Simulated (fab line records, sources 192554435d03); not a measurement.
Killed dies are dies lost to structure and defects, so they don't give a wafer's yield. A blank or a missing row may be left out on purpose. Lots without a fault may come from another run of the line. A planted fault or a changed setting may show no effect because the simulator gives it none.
fab line records | flow n5_finfet
record lots=5 wafers=15 last_day=18
route steps=1938 shown STI_FIN_REVEAL@206 DUMMY_GATE@212 BEOL_M4@1111 PASSIVATION@1936
lots that met no fault: from a run of the same line without faults
start_h: hours from the record's first day to the start of the lot's first wafer shown | wait_h: hours since the lot's step before | " the same as in the row above | L1.1+2: a row that stands for several wafers | - no value, or no start given | * or withheld: withheld | < > ~ a bound
route shown NAME@n: a module of which the file shows steps, and the number in the route of the first | usual: mean/standard deviation of fault-free wafers | same: alike in all rows | chamber/n: place in a boat | sites: the reading at each site | _std_site: their standard deviation | _edge_site: outer sites' mean less inner sites' | radius_mm: how far each site lies from the wafer's centre | mask NAME#n: copy n | behind: the tool/chamber that last shaped the wafer | hold: why the lot was held/for how many hours/how that ended | device: the transistor (n, p or np) that didn't switch | end of line: the same wafers' tests at the end of the route | a step without rows: its recipe alone | killed: dies lost to structure and defects at the first sort, not the wafer's yield | map: a wafer's dies, x killed, . not, _ none there
set.NAME: the setting as run; set.NAME@STEP: as run at that earlier step | model.NAME: the simulator's own value behind a step, which no gauge read
lots at some steps of the route; a table a step, a row a wafer
services: from which hour (start_h, from the record's first day; less than 0 if before it) a tool's chamber was out of use, for how many hours, and why
## steps
# step N5_STI_FIN_REVEAL_SRD_23
# recipe dry=ipa_marangoni time_s=30 temp_c=23 rinse_liquid=diw
# step N5_STI_FIN_REVEAL_PRECLEAN_18
# recipe chemistry=SC2 time_s=45 temp_c=35 mix=1:1:50
# step N5_STI_FIN_REVEAL_SRD_28
# recipe dry=ipa_marangoni time_s=30 temp_c=23 rinse_liquid=diw
# step N5_DUMMY_GATE_PRECLEAN_00
# recipe chemistry=O3/DIW time_s=60 temp_c=22 o3_ppm=10
# step N5_DUMMY_GATE_SRD_01
# recipe time_s=30 temp_c=23 rinse_liquid=diw dry=ipa_marangoni
# step N5_DUMMY_GATE_ALD_02
# recipe material=SiO2 target_thk_a=20 temp_c=300 ald_precursor_family=BDEAS ald_co_reactant=O2-plasma pulse_time_s=1 pressure_torr=2
# step N5_DUMMY_GATE_CVD_03
# recipe material=a-Si target_thk_a=1500 temp_c=530 precursor=SiH4 time_s=8042
# step N5_DUMMY_GATE_PRECLEAN_46
# recipe chemistry=DIW time_s=89.5 temp_c=23
# step N5_DUMMY_GATE_SRD_47
# recipe dry_time_s=32 dry=n2_spin spin_rpm=1500
# step N5_DUMMY_GATE_CMP_04
# recipe material=a-Si post_cmp_clean=alkaline_brush
# usual edge_zone_pressure_frac=1.001/0.0049 motor_current_A=10.2/0.8 time_to_endpoint_s=13.4/2.2
# columns lot.wafer tool chamber start_h wait_h edge_zone_pressure_frac motor_current_A time_to_endpoint_s model.a-Si_of_DUMMY_GATE_CVD_03.thk_nm
L660.2 cmp-03 0 83.50 0.1 - - - 149.4
L660.4 " 1 " " - - - 149.6
L660.5 " 3 " " - - - 150
L661.4 cmp-01 2 92.14 0.1 - - - 150
L661.3 " 3 " " - - - 151.6
L661.5 " 1 " " - - - 151.4
L662.4 cmp-03 2 100.56 0.0 - - - 151
L662.2 " 1 " " - - - 149.8
L662.6 " 2 " " - - - 149.4
L670.2 cmp-01 3 145.10 0.1 0.993 9.0 15.7 72.6
L670.1 " 0 " " 0.996 9.4 14.1 73.2
L670.6 " 1 " " 0.995 11.3 12.3 73.6
L673.3 cmp-03 3 162.81 0.1 0.996 9.8 11.6 71.4
L673.5 " 0 " " 1.007 10.4 11.6 71.8
L673.6 " 1 " " 1.004 10.4 10.4 70.4
# step N5_DUMMY_GATE_THK_MEAS_05
# usual thk_nm=71.8/0.88
# columns lot.wafer tool chamber start_h wait_h thk_nm
L660.2 film_metro-02 - 83.71 0.2 149.2
L660.4 " - " " 149.5
L660.5 " - " " 150.0
L661.3 film_metro-02 - 92.35 0.1 151.6
L661.4 " - " " 150.0
L661.5 " - " " 151.4
L662.2 film_metro-02 - 100.80 0.1 149.9
L662.4 " - " " 151.0
L662.6 " - " " 149.3
L670.1 film_metro-01 - 145.28 0.1 73.2
L670.2 " - " " 72.6
L670.6 " - " " 73.5
L673.3 film_metro-01 - 162.96 0.1 71.5
L673.5 " - " " 71.8
L673.6 " - " " 70.5
# step N5_DUMMY_GATE_HM_DEP_06
# recipe material=SiNx target_thk_a=800 precursor=DCS/NH3 temp_c=700 pressure_mtorr=300 time_s=5141
# step N5_DUMMY_GATE_PECVD_30
# recipe material=SiO2 target_thk_a=550 temp_c=400 precursor=TEOS/O2 pressure_torr=6.5 rf_w=withheld teos_flow_sccm=withheld gas=O2 flow_sccm=2650 time_s=10.8
# step N5_DUMMY_GATE_COAT_34
# recipe resist=SOC temp_c=250 time_s=60 spin_rpm=1500 resist_thk_nm=60
# step N5_DUMMY_GATE_COAT_35
# recipe resist=SiARC temp_c=220 time_s=60 spin_rpm=1500 resist_thk_nm=10
# step N5_DUMMY_GATE_COAT_28
# recipe resist=underlayer temp_c=205 time_s=60 spin_rpm=1500 resist_thk_nm=10
# step N5_DUMMY_GATE_COAT_09
# recipe resist=CAR-EUV spin_rpm=1500 resist_thk_nm=30
# step N5_DUMMY_GATE_EBR_11
# recipe solvent=PGMEA ebr_width_mm=1.5
# step N5_DUMMY_GATE_SOFTBAKE_10
# recipe temp_c=110 time_s=60 resist=CAR-EUV
# step N5_DUMMY_GATE_EXPOSE_12
# recipe mask_id=GATE na=0.33 source_shape=annular sigma_inner=0.2 sigma_outer=0.6 polarization=unpolarized target_cd_nm=25 dose_mj=34
# step N5_DUMMY_GATE_PEB_13
# recipe peb_temp_c=100 peb_time_s=60 resist=CAR-EUV
# step N5_DUMMY_GATE_DEVELOP_14
# recipe develop_time_s=30 developer=TMAH resist=CAR-EUV rinse_liquid=surfactant_rinse dry=air_spin dev_temp_c=23
# step N5_DUMMY_GATE_DESCUM_20
# recipe chemistry=O2 time_s=6.2 source_power_w=50 bias_power_w=20 pressure_mtorr=20 rf_frequency_hz=2.712e+07 temp_c=40 resist=CAR-EUV o2_flow_sccm=225
# step N5_DUMMY_GATE_ETCH_29
# recipe chemistry=N2/H2 target=underlayer target_depth_a=130 ion_energy_ev=200 pressure_mtorr=30 source_w=840 bias_w=150 n2_flow_sccm=200 h2_flow_sccm=200
# step N5_DUMMY_GATE_ETCH_36
# recipe chemistry=CF4 target=SiARC target_depth_a=130 pressure_mtorr=40 source_w=545 bias_w=36 Ar_flow_sccm=100 cf4_flow_sccm=100 ion_energy_ev=80
# step N5_DUMMY_GATE_ETCH_37
# recipe chemistry=N2/H2 target=SOC target_depth_a=600 overetch_a=300 temp_c=40 ion_energy_ev=200 pressure_mtorr=30 source_w=840 bias_w=150 n2_flow_sccm=200 h2_flow_sccm=200
# step N5_DUMMY_GATE_STRIP_38
# recipe chemistry=N2/H2 temp_c=40 n2_flow_sccm=200 h2_flow_sccm=200 rf_frequency_hz=6e+07
# step N5_DUMMY_GATE_STRIP_39
# recipe chemistry=N2/H2 temp_c=40 n2_flow_sccm=200 h2_flow_sccm=200 rf_frequency_hz=6e+07
# step N5_DUMMY_GATE_TRIM_49
# recipe chemistry=O2 resist=SOC time_s=29 target_cd_nm=14 source_power_w=300 bias_power_w=0 O2_flow_sccm=100 temp_c=20
# step N5_DUMMY_GATE_STRIP_40
# recipe chemistry=CF4 resist=SiARC power_w=300 bias_power_w=75 pressure_mtorr=50 cf4_flow_sccm=150 rf_frequency_hz=6e+07
# step N5_DUMMY_GATE_ETCH_31
# recipe chemistry=C4F6/O2 target=SiO2 mask_material=SOC target_depth_a=825 time_s=27.5 ion_energy_ev=250 pressure_mtorr=30 source_w=345 bias_w=185 Ar_flow_sccm=300 C4F6_flow_sccm=10 O2_flow_sccm=10
# step N5_DUMMY_GATE_STRIP_41
# recipe chemistry=O2 power_w=400 temp_c=40 pressure_mtorr=30 rf_frequency_hz=6e+07 bias_power_w=0 overash_fraction=0.3 o2_flow_sccm=225
# step N5_DUMMY_GATE_HM_OPEN_21
# recipe chemistry=CH3F/O2 target=SiNx target_depth_a=1200 Ar_flow_sccm=150 CH3F_flow_sccm=30 O2_flow_sccm=23 time_s=171.4 pressure_mtorr=30 source_w=395 bias_w=73 ion_energy_ev=120.7
# step N5_DUMMY_GATE_ETCH_32
# recipe chemistry=CF4 target=SiO2 target_depth_a=35 time_s=3.9 ion_energy_ev=350 pressure_mtorr=10 icp_w=800 bias_w=400 cf4_flow_sccm=80
# step N5_DUMMY_GATE_ETCH_23
# recipe chemistry=HBr/Cl2/O2 HBr_flow_sccm=150 Cl2_flow_sccm=80 O2_flow_sccm=12 bias_w=102 target_depth_a=410 time_s=22.3 target=poly-Si mask_material=SiO2 pressure_mtorr=10 icp_w=800
# usual drypump_motor_current_A=5.5/0.56 oes_product_au=0.998/0.018 throttle_valve_pct=37.3/0.31
# columns lot.wafer tool chamber start_h wait_h drypump_motor_current_A oes_product_au rf_hours_counter_h throttle_valve_pct
L660.2 rie_si-01 2 89.22 0.0 5.1 1.298 101 37.3
L660.4 " 1 " " 5.7 1.289 110 37.1
L660.5 " 0 " " 5.2 1.314 - 37.8
L661.3 rie_si-04 0 97.73 0.0 6.3 1.271 1 36.8
L661.4 " 3 " " 5.0 1.278 0 37.0
L661.5 " 3 " " 5.1 1.266 - 37.0
L662.2 rie_si-04 3 106.14 0.0 5.0 1.292 0 37.0
L662.4 " 1 " " 6.6 1.333 7 37.5
L662.6 " 2 " " 5.1 1.327 - 37.1
L670.1 rie_si-01 0 150.54 0.0 5.2 1.003 1 37.8
L670.2 " 1 " " 5.7 0.987 111 37.1
L670.6 " 0 " " 5.2 1.001 - 37.8
L673.3 rie_si-04 2 168.14 0.0 5.1 1.005 151 37.1
L673.5 " 1 " " 6.5 1.018 - 37.5
L673.6 " 0 " " 6.3 0.980 - 36.8
# step N5_DUMMY_GATE_ETCH_44
# recipe chemistry=HBr/O2 over_etch_frac=0.7 target_depth_a=1275 stop_on=SiO2 ion_energy_ev=60 bias_w=20 target=poly-Si mask_material=SiO2 pressure_mtorr=20 icp_w=400 HBr_flow_sccm=120 O2_flow_sccm=10
# usual drypump_motor_current_A=5.5/0.56 oes_product_au=0.724/0.013 throttle_valve_pct=18.59/0.23
# columns lot.wafer tool chamber start_h wait_h drypump_motor_current_A oes_product_au rf_hours_counter_h throttle_valve_pct model.etch.depth_nm model.DUMMY_GATE.feature_depth_nm
L660.2 rie_si-01 2 89.28 0.0 5.1 1.622 101 18.67 130 130
L660.4 " 1 " " 5.7 1.570 110 18.49 125.3 125.2
L660.5 " 0 " " 5.2 1.619 - 18.96 127.2 127.2
L661.3 rie_si-04 0 97.79 0.0 6.3 1.609 1 18.16 127.7 127.8
L661.4 " 3 " " 5.0 1.596 0 18.41 126.9 126.8
L661.5 " 3 " " 5.1 1.588 - 18.40 126.4 126.4
L662.2 rie_si-04 3 106.19 0.0 5.0 1.592 0 18.39 126.9 126.8
L662.4 " 1 " " 6.5 1.654 7 18.66 126.2 126.2
L662.6 " 2 " " 5.1 1.663 - 18.48 130.4 130.4
L670.1 rie_si-01 0 150.60 0.0 5.2 0.732 1 18.96 73.14 73.2
L670.2 " 1 " " 5.8 0.721 111 18.49 72.6 72.6
L670.6 " 0 " " 5.1 0.736 - 18.96 73.52 73.6
L673.3 rie_si-04 2 168.20 0.0 5.1 0.729 151 18.47 71.42 71.4
L673.5 " 1 " " 6.6 0.751 - 18.67 71.81 71.8
L673.6 " 0 " " 6.3 0.716 - 18.16 70.41 70.4
# step N5_DUMMY_GATE_ETCH_42
# recipe chemistry=CHF3/O2 target=SiO2 target_depth_a=35 time_s=31 ion_energy_ev=30 bias_w=12 pressure_mtorr=30 source_w=600 Ar_flow_sccm=200 CHF3_flow_sccm=50 O2_flow_sccm=5
# usual drypump_motor_current_A=5.52/0.28 oes_product_au=0.78/0.064 rf_vpp_V=42.8/0.93 showerhead_plenum_p_Torr=2.40/0.075 throttle_valve_pct=18.75/0.25
# columns lot.wafer tool chamber start_h wait_h drypump_motor_current_A oes_product_au rf_hours_counter_h rf_vpp_V showerhead_plenum_p_Torr throttle_valve_pct
L660.2 rie_diel-03 3 89.46 0.1 5.71 0.27 197 44.4 2.39 18.97
L660.4 " 0 " " 5.56 0.28 178 42.6 2.40 18.64
L660.5 " 3 " " 5.70 0.27 - 43.5 2.39 18.96
L661.3 rie_diel-03 2 97.94 0.0 5.29 0.29 145 43.6 2.42 19.27
L661.4 " 1 " " 5.22 0.30 111 43.0 2.25 18.54
L661.5 " 2 " " 5.32 0.29 - 44.0 2.42 19.27
L662.2 rie_diel-01 0 106.36 0.0 5.08 0.31 54 42.9 2.45 18.91
L662.4 " 1 " " 5.55 0.27 188 42.4 2.49 18.79
L662.6 " 0 " " 5.08 0.32 - 41.9 2.45 18.92
L670.1 rie_diel-03 2 150.76 0.0 5.30 0.75 161 43.8 2.42 19.30
L670.2 " 1 " " 5.21 0.78 127 42.8 2.24 18.56
L670.6 " 0 " " 5.57 0.74 - 42.0 2.40 18.65
L673.3 rie_diel-01 3 168.36 0.0 5.67 0.77 124 40.8 2.34 18.51
L673.5 " 0 " " 5.07 0.83 - 42.5 2.44 18.93
L673.6 " 3 " " 5.67 0.78 - 43.6 2.34 18.52
# step N5_DUMMY_GATE_INSPECT_27
# recipe inspect_instrument=brightfield mode=aei
# usual raw_defect_count=297/71
# columns lot.wafer tool chamber start_h wait_h raw_defect_count
L660.2 defect_inspect-02 - 89.69 0.0 2651
L660.4 " - " " 2914
L660.5 " - " " 2715
L661.3 defect_inspect-01 - 98.18 0.0 3115
L661.4 " - " " 3177
L661.5 " - " " 3019
L662.2 defect_inspect-02 - 106.59 0.0 3084
L662.4 " - " " 3467
L662.6 " - " " 2856
L670.1 defect_inspect-02 - 150.99 0.0 353
L670.2 " - " " 214
L670.6 " - " " 187
L673.3 defect_inspect-01 - 168.59 0.0 284
L673.5 " - " " 262
L673.6 " - " " 292
# step N5_BEOL_M4_RC_MEAS_101
# usual DIBL_N=35.9/1.3 DIBL_P=35.9/1.5 IOFF_N=0.152/0.023 IOFF_P=0.204/0.027 ION_N=673/9.2 ION_P=462/6.7 SS_N=71.4/0.48 SS_P=73.2/0.55 VT_N=250.3/2.6 VT_P=-250.6/3
# columns lot.wafer tool chamber start_h wait_h DIBL_N[mV/V] DIBL_P[mV/V] IOFF_N[nA/um] IOFF_P[nA/um] ION_N[uA/um] ION_P[uA/um] SS_N[mV/dec] SS_P[mV/dec] VT_N[mV] VT_P[mV]
L670.1 prober-01 0 302.47 0.0 35.7 35.4 0.126 0.161 666 450 71.0 73.3 252.6 -252.7
L670.2 " 0 " " 37.3 37.8 0.156 0.186 678 459 70.8 72.8 248.4 -252.4
L670.6 " 0 " " 36.9 37.2 0.146 0.183 674 461 71.3 72.9 247.5 -251.7
L673.3 prober-02 0 305.78 0.3 35.8 36.8 0.156 0.192 682 466 71.3 73.1 251.0 -251.5
L673.5 " 0 " " 36.3 36.9 0.171 0.197 675 458 71.6 73.2 247.3 -253.1
L673.6 " 0 " " 36.4 37.0 0.172 0.190 680 464 71.6 73.4 247.0 -253.9
# step N5_PASSIVATION_PROBE_49
# usual defect_limited_yield=91.0/1.5 killed_at_M0_to_M3=37/12 killed_at_M4_up=13/5 killed_at_contacts=13/6.1 killed_at_front_end=39/11 killed_at_other=4/3.2 killed_dies=106/17 killed_on_rim=13/4.2 killed_open=69/12 killed_short=35/7.9 sort_bin_5_function=5.3/1 sort_bin_6_memory=3.3/0.68 sort_n_pass=1074/17 sort_yield_pct=91.0/1.5
# same gross_dies=1180 killed_at_back_side=0 sort_bin_4_leakage[%]=0 sort_bin_8_speed[%]=0
# columns lot.wafer tool chamber start_h wait_h defect_limited_yield[%] killed_at_M0_to_M3 killed_at_M4_up killed_at_contacts killed_at_front_end killed_at_other killed_dies killed_on_rim killed_open killed_short sort_bin_5_function[%] sort_bin_6_memory[%] sort_n_pass sort_yield_pct[%]
L661.3 prober-02 - 346.28 0.4 0 53 13 6 1107 1 1180 152 58 41 96.0 3.5 0 0
L661.4 prober-02 - 346.33 0.5 0 44 9 10 1116 1 1180 152 72 27 96.2 3.6 0 0
L661.5 prober-02 - 346.38 0.5 0 39 15 12 1114 0 1180 152 60 37 96.5 3.1 0 0
L660.2 prober-02 - 355.97 0.1 0 36 15 8 1119 2 1180 152 61 28 96.9 3.0 0 0
L660.4 prober-02 - 356.07 0.2 0 55 17 8 1091 9 1180 152 80 52 94.7 4.9 0 0
L660.5 prober-02 - 356.12 0.2 0 51 18 12 1098 1 1180 152 73 41 96.0 3.7 0 0
L662.2 prober-02 - 374.94 0.1 0 54 4 10 1107 5 1180 152 75 45 97.2 2.6 0 0
L662.4 prober-02 - 375.04 0.2 0 42 7 17 1104 10 1180 152 75 41 95.9 3.8 0 0
L662.6 prober-02 - 375.14 0.3 0 28 7 7 1135 3 1180 152 55 38 96.9 2.6 0 0
# killed by level:class
L661.3 DUMMY_GATE:area_cmp=1079 BEOL_M0_SAQP:geometric_particle:short=16 BEOL_M2:geometric_particle:open=12 BEOL_M0_SAQP:geometric_particle:open=11 GATE_CUT:geometric_particle:short=8 BEOL_M1:geometric_particle:open=6 FIN_SAQP:geometric_particle:short=5 FIN_SAQP:geometric_particle:open=4
L661.4 DUMMY_GATE:area_cmp=1079 BEOL_M0_SAQP:geometric_particle:open=14 MOL_CONTACT_COAG:geometric_particle:open=9 BEOL_M3:geometric_particle:open=9 BEOL_M2:geometric_particle:open=8 FIN_SAQP:geometric_particle:open=6 DUMMY_GATE:geometric_particle:open=6 FIN_SAQP:geometric_particle:short=5
L661.5 DUMMY_GATE:area_cmp=1081 BEOL_M0_SAQP:geometric_particle:open=14 BEOL_M0_SAQP:geometric_particle:short=13 FIN_SAQP:geometric_particle:short=10 MOL_CONTACT_COAG:geometric_particle:open=9 FIN_SAQP:geometric_particle:open=7 BEOL_M5:geometric_particle:open=6 BEOL_M7:geometric_particle:open=5
L660.2 DUMMY_GATE:area_cmp=1091 BEOL_M0_SAQP:geometric_particle:open=9 MOL_CONTACT_COAG:geometric_particle:open=8 BEOL_M0_SAQP:geometric_particle:short=8 BEOL_M4:geometric_particle:open=7 STI_FIN_REVEAL:geometric_particle:open=6 BEOL_M1:geometric_particle:open=6 BEOL_M2:geometric_particle:open=6
L660.4 DUMMY_GATE:area_cmp=1047 BEOL_M0_SAQP:geometric_particle:open=21 FIN_SAQP:geometric_particle:short=10 BEOL_M0_SAQP:geometric_particle:short=10 BEOL_M3:geometric_particle:open=10 GATE_CUT:geometric_particle:short=9 BEOL_M4:geometric_particle:open=8 GATE_CUT:geometric_particle:open=6
L660.5 DUMMY_GATE:area_cmp=1066 BEOL_M0_SAQP:geometric_particle:short=11 BEOL_M3:geometric_particle:open=11 BEOL_M0_SAQP:geometric_particle:open=11 MOL_CONTACT_COAG:geometric_particle:open=9 STI_FIN_REVEAL:geometric_particle:open=8 BEOL_M2:geometric_particle:open=8 FIN_SAQP:geometric_particle:open=7
L662.2 DUMMY_GATE:area_cmp=1060 BEOL_M3:geometric_particle:open=21 FIN_SAQP:geometric_particle:open=10 BEOL_M0_SAQP:geometric_particle:short=10 BEOL_M1:geometric_particle:open=8 STI_FIN_REVEAL:geometric_particle:open=7 FIN_SAQP:geometric_particle:short=6 MOL_CONTACT_COAG:geometric_particle:open=5
L662.4 DUMMY_GATE:area_cmp=1064 MOL_CONTACT_COAG:geometric_particle:open=17 BEOL_M0_SAQP:geometric_particle:open=13 BEOL_M0_SAQP:geometric_particle:short=12 STI_FIN_REVEAL:geometric_particle:open=9 FIN_SAQP:geometric_particle:open=6 PASS1_DEP:geometric_particle:short=6 GATE_CUT:geometric_particle:short=6
L662.6 DUMMY_GATE:area_cmp=1087 BEOL_M3:geometric_particle:open=10 FIN_SAQP:geometric_particle:open=8 FIN_SAQP:geometric_particle:short=7 ILD0:geometric_particle:short=6 BEOL_M1:geometric_particle:open=6 STI_FIN_REVEAL:geometric_particle:open=5 ILD0:geometric_particle:open=5
# map L660.2 (x killed, . not)
_________________xxxxxxxxxxxx________________
______________xxxxxxxxxxxxxxxxxx_____________
___________xxxxxxxxxxxxxxxxxxxxxxxx__________
__________xxxxxxxxxxxxxxxxxxxxxxxxxx_________
________xxxxxxxxxxxxxxxxxxxxxxxxxxxxxx_______
_______xxxxxxxxxxxxxxxxxxxxxxxxxxxxxxxx______
______xxxxxxxxxxxxxxxxxxxxxxxxxxxxxxxxxx_____
_____xxxxxxxxxxxxxxxxxxxxxxxxxxxxxxxxxxxx____
____xxxxxxxxxxxxxxxxxxxxxxxxxxxxxxxxxxxxxx___
___xxxxxxxxxxxxxxxxxxxxxxxxxxxxxxxxxxxxxxxx__
___xxxxxxxxxxxxxxxxxxxxxxxxxxxxxxxxxxxxxxxx__
__xxxxxxxxxxxxxxxxxxxxxxxxxxxxxxxxxxxxxxxxxx_
__xxxxxxxxxxxxxxxxxxxxxxxxxxxxxxxxxxxxxxxxxx_
_xxxxxxxxxxxxxxxxxxxxxxxxxxxxxxxxxxxxxxxxxxxx
_xxxxxxxxxxxxxxxxxxxxxxxxxxxxxxxxxxxxxxxxxxxx
_xxxxxxxxxxxxxxxxxxxxxxxxxxxxxxxxxxxxxxxxxxxx
_xxxxxxxxxxxxxxxxxxxxxxxxxxxxxxxxxxxxxxxxxxxx
_xxxxxxxxxxxxxxxxxxxxxxxxxxxxxxxxxxxxxxxxxxxx
_xxxxxxxxxxxxxxxxxxxxxxxxxxxxxxxxxxxxxxxxxxxx
_xxxxxxxxxxxxxxxxxxxxxxxxxxxxxxxxxxxxxxxxxxxx
_xxxxxxxxxxxxxxxxxxxxxxxxxxxxxxxxxxxxxxxxxxxx
__xxxxxxxxxxxxxxxxxxxxxxxxxxxxxxxxxxxxxxxxxx_
__xxxxxxxxxxxxxxxxxxxxxxxxxxxxxxxxxxxxxxxxxx_
___xxxxxxxxxxxxxxxxxxxxxxxxxxxxxxxxxxxxxxxx__
___xxxxxxxxxxxxxxxxxxxxxxxxxxxxxxxxxxxxxxxx__
____xxxxxxxxxxxxxxxxxxxxxxxxxxxxxxxxxxxxxx___
_____xxxxxxxxxxxxxxxxxxxxxxxxxxxxxxxxxxxx____
______xxxxxxxxxxxxxxxxxxxxxxxxxxxxxxxxxx_____
_______xxxxxxxxxxxxxxxxxxxxxxxxxxxxxxxx______
________xxxxxxxxxxxxxxxxxxxxxxxxxxxxxx_______
__________xxxxxxxxxxxxxxxxxxxxxxxxxx_________
___________xxxxxxxxxxxxxxxxxxxxxxxx__________
______________xxxxxxxxxxxxxxxxxx_____________
_________________xxxxxxxxxxxx________________
# map L661.3 (x killed, . not)
_________________xxxxxxxxxxxx________________
______________xxxxxxxxxxxxxxxxxx_____________
___________xxxxxxxxxxxxxxxxxxxxxxxx__________
__________xxxxxxxxxxxxxxxxxxxxxxxxxx_________
________xxxxxxxxxxxxxxxxxxxxxxxxxxxxxx_______
_______xxxxxxxxxxxxxxxxxxxxxxxxxxxxxxxx______
______xxxxxxxxxxxxxxxxxxxxxxxxxxxxxxxxxx_____
_____xxxxxxxxxxxxxxxxxxxxxxxxxxxxxxxxxxxx____
____xxxxxxxxxxxxxxxxxxxxxxxxxxxxxxxxxxxxxx___
___xxxxxxxxxxxxxxxxxxxxxxxxxxxxxxxxxxxxxxxx__
___xxxxxxxxxxxxxxxxxxxxxxxxxxxxxxxxxxxxxxxx__
__xxxxxxxxxxxxxxxxxxxxxxxxxxxxxxxxxxxxxxxxxx_
__xxxxxxxxxxxxxxxxxxxxxxxxxxxxxxxxxxxxxxxxxx_
_xxxxxxxxxxxxxxxxxxxxxxxxxxxxxxxxxxxxxxxxxxxx
_xxxxxxxxxxxxxxxxxxxxxxxxxxxxxxxxxxxxxxxxxxxx
_xxxxxxxxxxxxxxxxxxxxxxxxxxxxxxxxxxxxxxxxxxxx
_xxxxxxxxxxxxxxxxxxxxxxxxxxxxxxxxxxxxxxxxxxxx
_xxxxxxxxxxxxxxxxxxxxxxxxxxxxxxxxxxxxxxxxxxxx
_xxxxxxxxxxxxxxxxxxxxxxxxxxxxxxxxxxxxxxxxxxxx
_xxxxxxxxxxxxxxxxxxxxxxxxxxxxxxxxxxxxxxxxxxxx
_xxxxxxxxxxxxxxxxxxxxxxxxxxxxxxxxxxxxxxxxxxxx
__xxxxxxxxxxxxxxxxxxxxxxxxxxxxxxxxxxxxxxxxxx_
__xxxxxxxxxxxxxxxxxxxxxxxxxxxxxxxxxxxxxxxxxx_
___xxxxxxxxxxxxxxxxxxxxxxxxxxxxxxxxxxxxxxxx__
___xxxxxxxxxxxxxxxxxxxxxxxxxxxxxxxxxxxxxxxx__
____xxxxxxxxxxxxxxxxxxxxxxxxxxxxxxxxxxxxxx___
_____xxxxxxxxxxxxxxxxxxxxxxxxxxxxxxxxxxxx____
______xxxxxxxxxxxxxxxxxxxxxxxxxxxxxxxxxx_____
_______xxxxxxxxxxxxxxxxxxxxxxxxxxxxxxxx______
________xxxxxxxxxxxxxxxxxxxxxxxxxxxxxx_______
__________xxxxxxxxxxxxxxxxxxxxxxxxxx_________
___________xxxxxxxxxxxxxxxxxxxxxxxx__________
______________xxxxxxxxxxxxxxxxxx_____________
_________________xxxxxxxxxxxx________________
## services
# columns tool chamber start_h hours kind
cmp-03 - 62.20 0.6 repair
rie_si-04 3 65.56 - clean
rie_si-04 3 65.56 19.6 scheduled_down
rie_si-04 3 65.56 19.6 vent_cycle
rie_diel-03 3 91.98 1.4 repair
rie_diel-03 - 110.52 4.3 pm
cmp-01 - 122.00 5.7 pm
rie_diel-03 0 122.22 3.0 repair
rie_diel-03 0 125.87 9.6 repair
rie_si-04 2 129.46 6.7 repair
rie_diel-01 0 135.30 1.6 repair
rie_diel-03 2 152.31 9.3 repair
cmp-03 - 156.16 4.0 pm
cmp-03 - 160.16 - consumable_replace:conditioner
cmp-03 - 160.16 - consumable_replace:pad
## key
first_sign step=N5_DUMMY_GATE_CMP_04 reading=tool_record direction=missing
effect step=N5_DUMMY_GATE_THK_MEAS_05 reading=thk_nm direction=up sigmas=89 usual=* struck=*
effect step=N5_DUMMY_GATE_ETCH_23 reading=oes_product_au direction=up sigmas=16 usual=0.998 struck=1.297
effect step=N5_DUMMY_GATE_ETCH_44 reading=oes_product_au direction=up sigmas=69 usual=0.724 struck=1.613
effect step=N5_DUMMY_GATE_ETCH_42 reading=oes_product_au direction=down sigmas=7.6 usual=0.78 struck=0.29
effect step=N5_DUMMY_GATE_INSPECT_27 reading=raw_defect_count direction=up sigmas=38 usual=297 struck=3000
effect step=N5_PASSIVATION_PROBE_49 reading=killed_at_front_end direction=up sigmas=98 usual=39 struck=1110
model_effect step=N5_DUMMY_GATE_CMP_04 value=a-Si_of_DUMMY_GATE_CVD_03.thk_nm without=71.58 struck=150.2
model_effect step=N5_DUMMY_GATE_ETCH_44 value=etch.depth_nm without=71.56 struck=127.4
more_kills_born_at N5_DUMMY_GATE_CMP_04@cmp-03=6407 N5_DUMMY_GATE_CMP_04@cmp-01=3236
met_at N5_DUMMY_GATE_CMP_04
struck_wafers L660.2,L660.4,L660.5,L661.3,L661.4,L661.5,L662.2,L662.4,L662.6
later_rows_left_out L660.2,L660.4,L660.5,L661.3,L661.4,L661.5,L662.2,L662.4,L662.6
fault kind=skipped_step_whole tool=cmp-01,cmp-03 chamber=- onset_h=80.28 steps=N5_DUMMY_GATE_CMP_04 scope=struck_lots_only
# later_rows_left_out: the simulator's readings of these wafers behind a module that went badly wrong aren't trusted and aren't shown, but for the sort
